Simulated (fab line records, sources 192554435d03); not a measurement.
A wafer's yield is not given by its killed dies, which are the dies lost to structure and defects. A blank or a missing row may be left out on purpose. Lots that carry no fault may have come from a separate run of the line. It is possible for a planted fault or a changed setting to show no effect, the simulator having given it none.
Matching of chambers ; flow n5_finfet ; N5_FIN_SAQP_ETCH_67 on rie_diel-06 has 4 sister chambers
The step etches SiNx in CH3F/O2, target depth 30 nm. 8 wafers are shown with their chamber, then 10 later ones without.

== WAFERS, EACH WITH ITS CHAMBER ==
wafer;chamber;throttle_valve_pct (%);drypump_motor_current_A (A)
L076.1;3;16.89;5.2
L077.4;3;16.89;5.3
L079.6;1;16.63;6.5
L080.1;2;16.23;5.4
L080.2;1;16.62;6.5
L080.6;2;16.23;5.4
L082.2;0;16.36;5.8
L082.5;0;16.34;5.8

== WAFERS MISSING THEIR CHAMBER ==
wafer;throttle_valve_pct (%);drypump_motor_current_A (A)
L082.6;16.63;6.5
L085.1;16.38;5.7
L085.2;16.27;5.4
L085.6;16.63;6.5
L086.4;16.37;5.7
L086.5;16.25;5.4
L086.6;16.65;6.5
L087.1;16.24;5.4
L087.3;16.66;6.5
L087.5;16.36;5.3

== WHICH CHAMBER EACH ONE RAN IN ==
wafer;from the rows above;in truth
L082.6;1;1
L085.1;0;0
L085.2;2;2
L085.6;1;1
L086.4;0;0
L086.5;2;2
L086.6;1;1
L087.1;2;2
L087.3;1;1
L087.5;0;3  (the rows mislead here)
9 of 10 placed correctly. Not placeable from these rows: 0. 1 placed wrongly.
How it was worked out, from the rows above alone: a wafer's distance from a chamber is the root of the sum, over the readings, of the square of ((its reading less the chamber's mean) divided by the reading's scatter). The wafer belongs to the nearest chamber; if the next one is less than 2 further off, it can't be placed. A chamber's mean is the mean of its shown wafers. The scatter: take each reading less its chamber's mean, square it, sum over the shown wafers, divide by the number of wafers less the number of chambers, and take the root.
